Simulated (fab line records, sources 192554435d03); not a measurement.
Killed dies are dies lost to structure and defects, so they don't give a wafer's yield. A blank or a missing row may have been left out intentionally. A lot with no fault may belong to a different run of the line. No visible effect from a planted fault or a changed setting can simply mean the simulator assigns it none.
Chamber matching + flow n5-finfet + pecvd-02 running N5_BEOL_M8_DEP_56: 3 sister chambers
The step deposits SiCN from 3MS/NH3, target thk 10 nm, time 17.5 s. 6 wafers are shown with their chamber, then 12 later ones without.

## WAFERS PAIRED WITH THEIR CHAMBERS
| wafer  | chamber | throttle-valve-pct (%) | showerhead-plenum-p-Torr (Torr) |
|--------|---------|------------------------|---------------------------------|
| L085.4 | 1       | 8.4                    | 3.652                           |
| L084.2 | 1       | 8.5                    | 3.656                           |
| L084.3 | 0       | 8.2                    | 3.646                           |
| L086.1 | 0       | 8.7                    | 3.649                           |
| L086.3 | 2       | 7.9                    | 3.660                           |
| L086.5 | 2       | 7.7                    | 3.655                           |

## WAFERS WITHOUT THEIR CHAMBER
| wafer  | throttle-valve-pct (%) | showerhead-plenum-p-Torr (Torr) |
|--------|------------------------|---------------------------------|
| L087.3 | 8.7                    | 3.663                           |
| L087.4 | 8.4                    | 3.645                           |
| L087.5 | 8.5                    | 3.664                           |
| L091.1 | 7.8                    | 3.641                           |
| L091.3 | 8.7                    | 3.663                           |
| L091.6 | 7.7                    | 3.649                           |
| L092.1 | 8.8                    | 3.671                           |
| L092.4 | 8.8                    | 3.652                           |
| L092.6 | 7.7                    | 3.651                           |
| L096.1 | 8.0                    | 3.646                           |
| L096.2 | 8.7                    | 3.660                           |
| L096.6 | 7.6                    | 3.660                           |

## THE CHAMBER EACH PASSED THROUGH
| wafer  | from the rows above          | in truth |
|--------|------------------------------|----------|
| L087.3 | can't be placed: 1 or 2      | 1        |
| L087.4 | 0                            | 0        |
| L087.5 | can't be placed: 1 or 2      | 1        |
| L091.1 | can't be placed: 0 or 1      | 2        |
| L091.3 | can't be placed: 1 or 2      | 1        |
| L091.6 | can't be placed: 2 or 0 or 1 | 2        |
| L092.1 | can't be placed: 1 or 2      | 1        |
| L092.4 | can't be placed: 1 or 0      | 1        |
| L092.6 | can't be placed: 2 or 1 or 0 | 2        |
| L096.1 | can't be placed: 0 or 1      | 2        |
| L096.2 | can't be placed: 1 or 2      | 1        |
| L096.6 | 2                            | 2        |
2 of 12 placed correctly. These rows do not allow placing 10 (true chamber among the candidates in 8). Wrongly placed: 0.
How it was worked out, from the rows above alone: a wafer's distance from a chamber is the root of the sum, over the readings, of the square of ((its reading less the chamber's mean) divided by the reading's scatter). The wafer belongs to the nearest chamber; if the next one is less than 2 further off, it can't be placed. The mean given for a chamber averages the wafers shown for that chamber. How the scatter is found: for the shown wafers, subtract from each reading the mean of its chamber, square and add these, divide the total by (wafers less chambers), then take the root.
